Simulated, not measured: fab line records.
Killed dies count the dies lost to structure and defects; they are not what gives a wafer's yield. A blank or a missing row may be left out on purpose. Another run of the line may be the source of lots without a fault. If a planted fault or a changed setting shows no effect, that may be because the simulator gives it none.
8D (eight disciplines) problem report, filled in by code | flow n5Finfet | the parts of the form that need people (team, actions taken, sign-off) are left out

== 1. THE ISSUE ==
IGATE_N at N5_BEOL_M4_RC_MEAS_101 reads a mean of 0.0395 nA/um on 1 wafer of 1 lot; wafers without a fault read 0.0126 nA/um with a standard deviation of 0.0018. Relative to the usual mean, that is a shift of +15 standard deviations.
Seen first at day 12 16:40 on prober-02, wafer L188.2. The record holds 39 wafers of 13 lots with a number at this step. Rule for "out", or "out of limits": more than 4 standard deviations from the usual mean. All remaining wafers that have a number are taken as sound.

== 2. WHAT IT IS, WHAT IT ISN'T ==
question                    | is                | is not
which readings at this step | IGATE_N, IGATE_P  | DIBL_N, DIBL_P, IOFF_N, IOFF_P, SS_N, SS_P, VT_N, VT_P
which lots                  | L188              | L170, L171, L172, L174, L175, L177, L178, L180, L182, L183, L184, L189
which wafers of those lots  | L188.2            | L188.1, L188.4
read on which gauges        | prober-02         | prober-01
when                        | from day 12 16:40 | up to then (38 sound wafers)

== 3. THE SUSPECTS, EACH WITH WHAT RULES IT OUT ==
Counting: a tool at a process step up to the reading stays a suspect if it ran every lot that is out. Sound lots after the first of them don't rule it out here, since some wafers of a struck lot are sound.
- the gauge at N5_BEOL_M4_RC_MEAS_101: kept. All the wafers that are out were read on prober-02, and no step on other tools shows them out.
- rieDiel-06 at N5_HKMG_FIN_ETCH_35 (etches SOC in N2/H2, target depth 215.8 nm, time 243.4 s): kept. It ran the lot that is out, L188 (day 8 17:48); its last sound lot up to then is L183 (day 7 11:34).
- pvdSputter-03 at N5_BEOL_M4_SPUTTER_92 (material Cu, target thk 4.5 nm, time 8.29 s): kept. It ran the lot that is out, L188 (day 12 15:05); its last sound lot up to then is L175 (day 8 22:09).
- Within rieDiel-06 at N5_HKMG_FIN_ETCH_35: the wafers that are out ran in chamber 2; their sound lot-mates ran in chambers 0, 1.
After the count, these remain: rieDiel-06 at N5_HKMG_FIN_ETCH_35, pvdSputter-03 at N5_BEOL_M4_SPUTTER_92 and prober-02 at N5_BEOL_M4_RC_MEAS_101.

== 4. THE CAUSE (what the simulator had put in) ==
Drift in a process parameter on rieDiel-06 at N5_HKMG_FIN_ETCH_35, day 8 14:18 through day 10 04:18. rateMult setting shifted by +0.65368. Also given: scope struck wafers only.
This tool is one of the 3 suspects left after counting.

== 5. SEQUENCE OF EFFECTS, ordered by route ==
Each row: a reading where the mean over the struck wafers with a number is more than 3 standard deviations away from the usual. Only readings for which the record gives a usual standard deviation are gone through. hours: the time from each lot's start at the first step in this table that gives one to its start at this step, as a median over the lots. sigmas: the change in usual standard deviations.
hours | step                   | reading     | usual          | on struck wafers | change    | sigmas
0     | N5_BEOL_M4_RC_MEAS_101 | EOT_N       | 10.52          | 10.24            | -0.28     | -3.1
0     | N5_BEOL_M4_RC_MEAS_101 | IGATE_N     | 0.0126 nA/um   | 0.0395           | +0.0269   | +15
0     | N5_BEOL_M4_RC_MEAS_101 | IGATE_P     | 0.0038 nA/um   | 0.0118           | +0.0080   | +14
0     | N5_BEOL_M4_RC_MEAS_101 | IOFF_P_LONG | 0.000104 nA/um | 0.000135         | +0.000031 | +3.1
0     | N5_BEOL_M4_RC_MEAS_101 | ION_P       | 461 uA/um      | 486              | +25       | +3.3

== 6. WHAT WOULD HAVE CAUGHT IT SOONER ==
The first out-of-limits reading at a measuring or inspecting step in this record came at day 12 16:40, 98 hours after the fault's start at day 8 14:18.
An alarm limit of 4 standard deviations would not have fired on the tool readings at N5_HKMG_FIN_ETCH_35 for which the record gives a usual standard deviation, since none of them was out on any struck wafer.
The start of N5_HKMG_FIN_ETCH_35 on rieDiel-06 came by day 12 16:40 for every one of the lots that are out (1). Holding the tool at that point would not have protected any of them.
